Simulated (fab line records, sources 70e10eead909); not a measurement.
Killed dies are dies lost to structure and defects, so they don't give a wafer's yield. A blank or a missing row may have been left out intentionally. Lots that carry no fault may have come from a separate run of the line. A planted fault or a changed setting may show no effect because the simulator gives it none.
fab line records    flow nandHarc
record: lots: 12  wafers: 36  lastDay: 30
route steps=1302 shown P_STI@90 P_GATE@132 END@1302
lots with no fault: from the same line, run without faults
startH: the number of hours between the record's first day and the start of the first shown wafer of the lot    waitH: how many hours have passed since the lot's step before this one    " identical to the entry in the row above    L1.1+2: several wafers, shown together as one row    - either no value or no given start    * or withheld: withheld    < > ~ a bound
route shown NAME@n: a module of which the file shows steps, and the number in the route of the first    usual: mean and standard deviation over wafers with no fault    same: alike in all rows    chamber/n: place in a boat    sites: per-site readings    _std_site: how widely they spread, as a standard deviation    _edge_site: outer sites' mean less inner sites'    radiusMm: for every site, how far away it sits from the centre of the wafer    mask NAME#n: copy n    behind: the most recent tool/chamber to have shaped the wafer    hold: reason for holding the lot/hours on hold/outcome of the hold    device: whichever transistor did not switch (one of n, p or np)    end of line: at the end of the route, the tests of the same wafers    for a step that has no rows: nothing shown but its recipe    killed: at the first sort, the dies lost to defects and structure; wafer yield is something else    map: a wafer's dies, x killed, . not, _ none there
set.NAME: the setting that was run; set.NAME@STEP: the one run at that earlier step    model.NAME: the simulator's own value behind a step, which no gauge read
one table for each step of the route and one row for each wafer, over a sample of lots
services: when a tool's chamber went out of use (startH, in hours from the record's first day, below 0 if earlier), for how many hours, and the reason
== steps ==
step: NHARC_P_STI_ETCH_15
recipe: targetDepthA: 3000  taperDeg: 4  timeS: 100.1  hbrFlowSccm: 150  cl2FlowSccm: 50  rfW: 400  icpW: 400  biasW: 100  chemistry: HBr/Cl2
usual: drypumpMotorCurrentA: 5.5/0.43  oesProductAu: 1.002/0.0069  rfFwdPowerW: 396.9/1.5  throttleValvePct: 26.407/0.0093
lot.wafer  tool      chamber  startH  waitH  drypumpMotorCurrentA  oesProductAu  rfFwdPowerW  rfHoursCounterH  throttleValvePct
L849.3     rieSi-04  2        52.56   -      5.1                   1.003         395.6        0.47             26.412
L849.1     "         0        "       "      5.3                   0.996         397.0        0.46             26.405
L849.4     "         1        "       "      5.4                   1.001         395.7        0.46             26.399
L850.3     rieSi-05  2        64.23   -      6.4                   1.003         394.4        0.76             26.415
L850.1     "         3        "       "      5.3                   1.015         395.3        0.78             26.412
L850.5     "         1        "       "      5.1                   1.003         396.2        -                26.423
L851.2     rieSi-05  3        74.74   -      5.4                   1.011         395.6        0.85             26.417
L851.1     "         2        "       "      6.4                   1.012         397.3        0.86             26.409
L851.6     "         0        "       "      5.6                   1.010         397.1        -                26.393
L852.2     rieSi-04  3        84.81   -      5.6                   1.004         395.5        0.46             26.393
L852.4     "         0        "       "      5.4                   1.010         395.3        0.61             26.425
L852.5     "         3        "       "      5.6                   0.995         395.5        -                26.411
L854.1     rieSi-03  0        105.13  -      6.0                   1.000         398.1        0.22             26.422
L854.4     "         3        "       "      5.3                   1.007         396.5        0.21             26.417
L854.5     "         0        "       "      6.0                   0.998         398.7        -                26.398
L856.1     rieSi-03  2        125.09  -      5.0                   1.010         397.4        0.42             26.411
L856.3     "         3        "       "      5.3                   1.011         398.3        0.38             26.407
L856.6     "         1        "       "      5.2                   1.003         395.7        -                26.403
L857.1     rieSi-03  2        132.85  -      4.9                   1.008         398.9        0.48             26.413
L857.4     "         3        "       "      5.3                   1.020         395.8        0.44             26.418
L857.5     "         0        "       "      6.0                   1.014         395.9        -                26.408
L859.3     rieSi-03  1        153.56  -      5.2                   0.990         395.0        0.80             26.410
L859.5     "         1        "       "      5.2                   0.996         396.7        -                26.422
L859.6     "         2        "       "      5.0                   1.000         398.3        -                26.409
L860.4     rieSi-03  2        163.56  -      4.9                   1.004         398.0        0.76             26.429
L860.2     "         0        "       "      6.0                   1.004         397.9        0.75             26.402
L860.5     "         3        "       "      5.3                   0.995         395.8        -                26.408
L861.2     rieSi-04  1        174.22  -      5.4                   1.003         397.2        0.01             26.404
L861.5     "         2        "       "      5.1                   1.004         396.9        -                26.403
L861.6     "         3        "       "      5.6                   0.998         395.6        -                26.398
L864.2     rieSi-03  0        205.28  -      6.0                   1.008         395.0        1.06             26.431
L864.4     "         3        "       "      5.3                   1.010         399.0        -                26.403
L864.5     "         2        "       "      5.0                   1.011         398.9        -                26.415
L865.2     rieSi-03  1        213.05  -      5.2                   0.985         396.2        1.08             26.392
L865.3     "         2        "       "      4.9                   1.006         398.3        1.18             26.407
L865.5     "         0        "       "      6.0                   1.002         396.7        -                26.406
step: NHARC_P_STI_CD_MEAS_16
usual: cdNm: 199.7/1.9
lot.wafer  tool      chamber  startH  waitH  cdNm
L849.1     cdSem-02  -        52.72   -      197.9
L849.3     "         -        "       "      200.4
L849.4     "         -        "       "      197.7
L850.1     cdSem-02  -        64.38   -      199.8
L850.3     "         -        "       "      200.0
L850.5     "         -        "       "      201.6
L851.1     cdSem-01  -        74.90   -      200.0
L851.2     "         -        "       "      200.3
L851.6     "         -        "       "      198.8
L852.2     cdSem-01  -        84.98   -      204.5
L852.4     "         -        "       "      200.4
L852.5     "         -        "       "      200.4
L854.1     cdSem-02  -        105.29  -      199.3
L854.4     "         -        "       "      201.6
L854.5     "         -        "       "      198.7
L856.1     cdSem-01  -        125.22  -      198.0
L856.3     "         -        "       "      196.7
L856.6     "         -        "       "      198.8
L857.1     cdSem-03  -        132.98  -      200.0
L857.4     "         -        "       "      201.0
L857.5     "         -        "       "      198.9
L859.3     cdSem-02  -        153.72  -      200.7
L859.5     "         -        "       "      201.0
L859.6     "         -        "       "      199.7
L860.2     cdSem-02  -        163.73  -      199.1
L860.4     "         -        "       "      199.6
L860.5     "         -        "       "      199.9
L861.2     cdSem-03  -        174.34  -      197.7
L861.5     "         -        "       "      199.3
L861.6     "         -        "       "      202.4
L864.2     cdSem-02  -        205.46  -      201.9
L864.4     "         -        "       "      204.1
L864.5     "         -        "       "      204.0
L865.2     cdSem-02  -        213.18  -      198.1
L865.3     "         -        "       "      201.3
L865.5     "         -        "       "      197.7
step: NHARC_P_GATE_DEP_103
recipe: targetThkA: 300  targetThkNm: 30  tempC: 400  flowSccm: 200  rfW: 350  material: SiON
usual: heaterPowerW: 732/120  rfFwdPowerW: 348.6/1.1  susceptorTempC: 399.99/0.22
lot.wafer  tool      chamber  startH  waitH  heaterPowerW  rfFwdPowerW  susceptorTempC
L849.3     pecvd-03  2        100.35  0.4    802           349.1        399.92
L849.1     "         0        "       "      942           350.1        399.82
L849.4     "         2        "       "      813           350.1        400.04
L851.2     pecvd-03  2        125.53  0.5    887           347.4        400.05
L851.1     "         0        "       "      971           348.4        400.01
L851.6     "         0        "       "      989           349.7        400.10
L850.1     pecvd-03  0        126.15  0.6    935           347.9        399.94
L850.3     "         2        "       "      815           347.6        399.64
L850.5     "         1        "       "      659           347.3        400.10
L852.2     pecvd-03  0        139.26  0.8    812           349.4        399.75
L852.4     "         0        "       "      802           349.3        399.90
L852.5     "         1        "       "      622           349.0        400.19
L854.1     pecvd-03  1        153.58  0.6    625           348.8        399.86
L854.5     "         2        "       "      820           349.8        399.69
L854.4     "         0        "       "      904           350.4        399.84
L856.3     pecvd-04  2        171.83  0.4    737           347.6        400.48
L856.1     "         0        "       "      692           349.1        400.24
L856.6     "         1        "       "      573           350.7        399.96
L857.1     pecvd-04  0        184.88  0.6    735           347.9        400.23
L857.4     "         2        "       "      695           348.2        399.99
L857.5     "         1        "       "      568           349.4        400.03
L859.3     pecvd-01  0        204.29  0.4    979           348.1        399.78
L859.6     "         2        "       "      689           348.6        399.95
L859.5     "         1        "       "      834           348.7        400.11
L860.2     pecvd-04  2        216.58  0.5    788           347.5        399.88
L860.5     "         2        "       "      787           348.2        400.05
L860.4     "         1        "       "      504           349.0        400.05
L861.2     pecvd-03  0        227.11  0.5    750           349.9        399.94
L861.5     "         0        "       "      796           349.1        400.18
L861.6     "         1        "       "      715           348.6        400.09
L864.2     pecvd-04  2        265.85  0.5    825           347.4        399.69
L864.5     "         2        "       "      803           348.4        399.57
L864.4     "         1        "       "      529           349.6        399.76
L864.2     pecvd-04  2        266.21  0.3    822           344.9        400.28
L864.5     "         2        "       "      797           347.0        399.97
L864.4     "         1        "       "      517           350.4        399.98
L865.3     pecvd-04  0        268.18  0.4    676           348.3        399.83
L865.2     "         1        "       "      557           348.6        400.36
L865.5     "         2        "       "      809           346.9        399.75
L865.3     pecvd-04  0        268.54  0.3    661           348.6        399.79
L865.2     "         1        "       "      582           348.2        400.48
L865.5     "         2        "       "      804           349.8        399.83
step: NHARC_P_GATE_STRIP_108
recipe: o2FlowSccm: 500  arFlowSccm: 0  biasW: 0  chemistry: O2
usual: drypumpMotorCurrentA: 5.9/0.51  o2FlowSccm: 500.0/1.4  oesProductAu: 1.002/0.0078  rfVppV: 57.7/0.94  showerheadPlenumPTorr: 3.54/0.13  throttleValvePct: 17.036/0.0096
lot.wafer  tool        chamber  startH  waitH  drypumpMotorCurrentA  o2FlowSccm  oesProductAu  rfHoursCounterH  rfVppV  showerheadPlenumPTorr  throttleValvePct
L849.4     rieDiel-06  0        101.80  -      5.8                   498.4       1.005         7.2              57.3    3.67                   17.033
L849.3     "           2        "       "      6.6                   500.9       0.999         8.6              57.1    3.32                   17.040
L849.1     "           3        "       "      6.5                   497.3       0.994         7.8              56.6    3.35                   17.031
L851.2     rieDiel-02  0        126.99  -      5.7                   502.4       0.999         3.8              57.2    3.72                   17.028
L851.1     "           2        "       "      6.6                   502.2       1.009         4.8              58.8    3.57                   17.025
L851.6     "           1        "       "      5.5                   498.7       0.993         -                58.9    3.42                   17.036
L850.3     rieDiel-02  1        127.69  -      5.5                   501.0       1.000         4.4              56.8    3.42                   17.039
L850.1     "           3        "       "      5.8                   498.2       0.987         4.6              57.8    3.71                   17.050
L850.5     "           1        "       "      5.5                   502.1       1.002         -                56.7    3.42                   17.029
L852.2     rieDiel-05  1        140.81  -      5.7                   500.1       1.002         6.9              56.5    3.43                   17.031
L852.4     "           0        "       "      4.8                   498.2       1.013         5.9              56.8    3.41                   17.039
L852.5     "           1        "       "      5.7                   500.0       1.002         -                57.8    3.43                   17.029
L854.1     rieDiel-02  3        155.08  -      5.8                   501.8       0.992         5.2              58.1    3.71                   17.028
L854.4     "           1        "       "      5.5                   497.9       1.005         4.8              58.5    3.42                   17.042
L854.5     "           2        "       "      6.6                   501.4       1.007         -                57.3    3.57                   17.029
L856.3     rieDiel-05  0        173.30  -      4.9                   501.0       1.014         7.5              56.5    3.41                   17.052
L856.1     "           2        "       "      5.6                   501.1       1.005         6.8              57.9    3.63                   17.033
L856.6     "           0        "       "      4.9                   500.4       1.015         -                59.2    3.41                   17.035
L857.1     rieDiel-05  1        186.37  -      5.7                   500.5       1.000         8.9              57.5    3.43                   17.030
L857.4     "           1        "       "      5.8                   500.8       1.006         -                59.0    3.43                   17.043
L857.5     "           3        "       "      6.6                   498.8       0.999         -                55.4    3.45                   17.029
L859.3     rieDiel-05  1        205.66  -      5.7                   501.1       0.997         9.9              57.3    3.43                   17.033
L859.6     "           3        "       "      6.6                   499.5       1.006         -                58.6    3.45                   17.033
L859.5     "           0        "       "      4.8                   499.7       1.006         -                56.6    3.41                   17.024
L860.4     rieDiel-05  3        218.09  -      6.6                   500.1       0.994         8.8              57.7    3.45                   17.027
L860.2     "           1        "       "      5.7                   500.4       1.001         10.3             56.9    3.43                   17.027
L860.5     "           2        "       "      5.6                   499.0       1.004         -                56.8    3.63                   17.036
L861.2     rieDiel-02  0        228.67  -      5.7                   501.5       0.992         0.0              57.3    3.72                   17.035
L861.6     "           3        "       "      5.8                   500.8       1.000         -                59.3    3.71                   17.026
L861.5     "           0        "       "      5.7                   500.6       1.005         -                56.8    3.72                   17.015
L864.2     rieDiel-02  1        267.66  -      5.5                   501.0       1.000         3.4              56.8    3.42                   17.045
L864.4     "           2        "       "      6.6                   499.1       0.999         3.7              59.8    3.57                   17.039
L864.5     "           0        "       "      5.7                   501.6       0.995         -                58.7    3.71                   17.055
L865.2     rieDiel-06  1        269.95  -      5.9                   499.1       0.995         7.1              58.1    3.60                   17.033
L865.3     "           2        "       "      6.6                   499.1       1.010         7.9              57.6    3.31                   17.029
L865.5     "           1        "       "      5.9                   498.5       0.992         -                57.5    3.60                   17.020
step: NHARC_END_SORT_01
recipe: tempC: 25
usual: killedAtArray: 51/17  killedAtOther: 1.6/2.1  killedAtPeriphery: 4/3.2  killedDies: 57/18  killedOpen: 2.9/1.7  killedShort: 2.3/1.3
same: grossDies: 677
lot.wafer  tool       chamber  startH  waitH  killedAtArray  killedAtOther  killedAtPeriphery  killedDies  killedOpen  killedShort
L857.1     prober-02  0        675.81  2.5    65             2              14                 81          6           4
L857.4     prober-02  0        678.19  3.4    55             0              13                 68          2           3
L857.5     prober-02  0        678.98  3.7    62             4              12                 78          4           2
L859.5     prober-01  0        679.05  3.7    63             0              2                  65          2           2
killed by level:class
L857.1 A_CHANNEL_HOLE_D1:chamberFilmFlake=33 A_CHANNEL_HOLE_D2:chamberFilmFlake=11 P_M1:chamberFilmFlake=7 P_CONTACT:chamberFilmFlake=4 A_STAIRCASE:chamberFilmFlake=4 A_CONTACT:chamberFilmFlake=4 A_WL_FILL:chamberFilmFlake=3 A_WL_FILL:geometricParticle:short=2
L857.4 A_CHANNEL_HOLE_D1:chamberFilmFlake=27 A_CHANNEL_HOLE_D2:chamberFilmFlake=11 A_STAIRCASE:chamberFilmFlake=8 P_M1:chamberFilmFlake=5 P_CONTACT:chamberFilmFlake=4 A_CHANNEL_FILL_D1:chamberFilmFlake=2 A_WL_FILL:chamberFilmFlake=2 P_CONTACT:geometricParticle:open=1
L857.5 A_CHANNEL_HOLE_D1:chamberFilmFlake=26 A_CHANNEL_HOLE_D2:chamberFilmFlake=11 A_STAIRCASE:chamberFilmFlake=11 A_CONTACT:chamberFilmFlake=6 P_CONTACT:chamberFilmFlake=5 P_M1:chamberFilmFlake=4 THIN_TSV:chamberFilmFlake=4 P_STI:chamberFilmFlake=2
L859.5 A_CHANNEL_HOLE_D1:chamberFilmFlake=25 A_SLIT:chamberFilmFlake=22 A_CONTACT:chamberFilmFlake=6 A_CHANNEL_HOLE_D2:chamberFilmFlake=5 P_CONTACT:geometricParticle:short=1 A_DECK1_JOINT:geometricParticle:open=1 A_CHANNEL_HOLE_D2:geometricParticle:short=1 A_CHANNEL_HOLE_D2:geometricParticle:open=1
== services ==
tool        chamber  startH  hours  kind
rieDiel-02  -        39.81   9.0    pm
rieSi-03    -        44.00   9.0    pm
rieDiel-05  -        52.60   9.0    pm
rieDiel-02  3        82.25   10.1   repair
pecvd-04    -        88.45   13.0   pm
rieSi-03    2        93.35   5.5    repair
rieDiel-05  0        126.32  10.2   repair
rieDiel-05  2        130.34  3.2    repair
rieDiel-02  -        131.72  13.7   repair
pecvd-04    -        137.38  2.8    repair
pecvd-03    -        151.25  0.9    repair
pecvd-04    -        155.05  1.4    repair
rieDiel-05  -        157.73  2.2    repair
rieSi-03    2        181.27  6.4    repair
rieSi-03    1        181.30  25.7   repair
pecvd-03    -        185.00  13.0   pm
rieSi-03    -        185.28  0.6    repair
rieDiel-05  2        185.56  11.5   repair
rieSi-03    -        192.72  0.4    repair
rieDiel-02  -        216.81  9.0    pm
pecvd-03    -        216.83  0.7    repair
rieSi-03    -        221.00  9.0    pm
rieDiel-05  1        225.26  9.2    repair
pecvd-04    -        269.45  13.0   pm
== key ==
firstSign: step: NHARC_P_GATE_DEP_103  reading: visit  direction: added
effect none on later readings
metAt NHARC_P_GATE_DEP_103
struckLots L864,L865
testerLeftOut L864,L865
notActingAt NHARC_P_STI_ETCH_15,NHARC_P_STI_CD_MEAS_16,NHARC_P_GATE_STRIP_108
fault: kind: repeatedStepWhole  tool: pecvd-01,pecvd-03,pecvd-04  chamber: -  onsetH: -  steps: NHARC_P_GATE_DEP_103  times: 1  scope: struckLotsOnly
testerLeftOut: of these lots the tester's yield and bins aren't shown, on N5 and GAA mostly nor the transistor test; their killed dies are dies lost to structure and defects alone, not to doping, threshold or leakage, so they don't give the yield
